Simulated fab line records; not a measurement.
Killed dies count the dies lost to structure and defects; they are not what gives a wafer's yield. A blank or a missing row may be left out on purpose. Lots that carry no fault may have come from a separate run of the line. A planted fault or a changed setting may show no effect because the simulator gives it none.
Comparing a struck lot with a sound one ; flow n5Finfet ; 15 steps out of a route of 1938
Sound: the wafers L822.1, L822.3, L822.5. Struck: wafer L834.2 (left out: L834.5, a lot-mate that was not struck); the cause follows at the end.
At each step with rows: each side's tool, then ch and its chambers, then its first start. Under that, the readings that differ: sound wafers ; struck wafers ; difference of the means ; sigmas: that difference in standard deviations of wafers without a fault.
alike: a reading whose means differ by less than 2 such deviations, as well as words and numbers matching on both sides. not compared: withheld readings; readings where some wafer has no value; bounds like >300 that might hide an equal value; numbers whose values overlap and for which the record gives no deviation.
A row with sigmas, a row that says differs or no value, or rows on one side alone: a step with any of these is where the two part. Numbers that don't overlap but have no deviation are shown without sigmas and don't part them. A reading that every wafer of one side lacks parts them only if that side has two wafers or more.

N5_BEOL_M11_THK_MEAS_53: measures by xrf.
  sound on filmMetro-01 at day 12 08:16; struck on filmMetro-01 at day 14 19:52
  alike: M11_THK
then, 1 step without rows for these wafers: N5_BEOL_M11_PRE_CLEAN_55 (time 15 s).
N5_BEOL_M11_DEP_56: deposits SiCN from 3MS/NH3, target thk 30 nm, time 10.5 s.
  sound on pecvd-04 ch 0,2, day 12 08:20; struck on pecvd-04 ch 1, day 14 19:55
reading;sound;struck;difference;sigmas
showerheadPlenumPTorr (Torr);4.13 4.13 4.13;4.22;+0.09;+3
  alike: throttleValvePct
N5_BEOL_M11_RS_MEAS_57: a four-point-probe measurement.
  sound on filmMetro-01 at day 12 08:23; struck on filmMetro-02 at day 14 19:59
  alike: M11_RS
N5_BEOL_M11_INSPECT_58: inspects for defects (darkfield).
  sound on defectInspect-01 at day 12 08:25; struck on defectInspect-01 at day 14 20:01
  alike: rawDefectCount
N5_BEOL_M12_ILD_DEP_00: deposits SiOC from DEMS/O2, target thk 658.92 nm, time 130.7 s.
  sound on pecvd-01 ch 0,2, day 12 08:27; struck on pecvd-04 ch 2, day 14 20:03
  alike: heaterPowerW, showerheadPlenumPTorr, throttleValvePct
N5_BEOL_M12_THK_MEAS_01:
  sound on filmMetro-01 at day 12 08:35; struck on filmMetro-02 at day 14 20:11
reading;sound;struck;difference;sigmas
M12_ILD_THK (nm);650 645 652;675;+26;+3
then, 5 steps without rows for these wafers: N5_BEOL_M12_COAT_58 (time 60 s, resist thk 89 nm); N5_BEOL_M12_COAT_04 (resist thk 400 nm); N5_BEOL_M12_EBR_06; N5_BEOL_M12_SOFTBAKE_05 (time 60 s); N5_BEOL_M12_EXPOSE_07 (exposes mask V11).
N5_BEOL_M12_PEB_08: peb time 90 s.
  sound on lithoTrack-03 ch 0, day 12 08:54; struck on lithoTrack-04 ch 0, day 14 20:29
reading;sound;struck;difference;sigmas
heaterPowerTotalW (W);171.1 173.1 172.8;183.6;+11.3;+14
  not compared: plateTempC
then, 1 step without rows for these wafers: N5_BEOL_M12_DEVELOP_09 (develop time 45 s).
-- the record jumps here: 2 days lie between the struck wafers' starts before and after (it left off in module BEOL_M12 and takes up again in module PASSIVATION, whose first step shown is number 1936 of the route) --
N5_PASSIVATION_PROBE_49:
  sound on prober-02 at day 14 08:13; struck on prober-02 at day 17 01:45
reading;sound;struck;difference;sigmas
killedAtOther;2 1 3;14;+12;+4
  alike: defectLimitedYield, killed_at_M0_to_M3, killed_at_M4_up, killedAtContacts, killedAtFrontEnd, killedDies, killedOpen, killedShort, sort_bin_5_function, sort_bin_6_memory, sortNPass, sortYieldPct

== WHERE THEY PART ==
Last at N5_PASSIVATION_PROBE_49 as far as this record goes, first at N5_BEOL_M11_DEP_56.

WHY: the cause the simulator had injected
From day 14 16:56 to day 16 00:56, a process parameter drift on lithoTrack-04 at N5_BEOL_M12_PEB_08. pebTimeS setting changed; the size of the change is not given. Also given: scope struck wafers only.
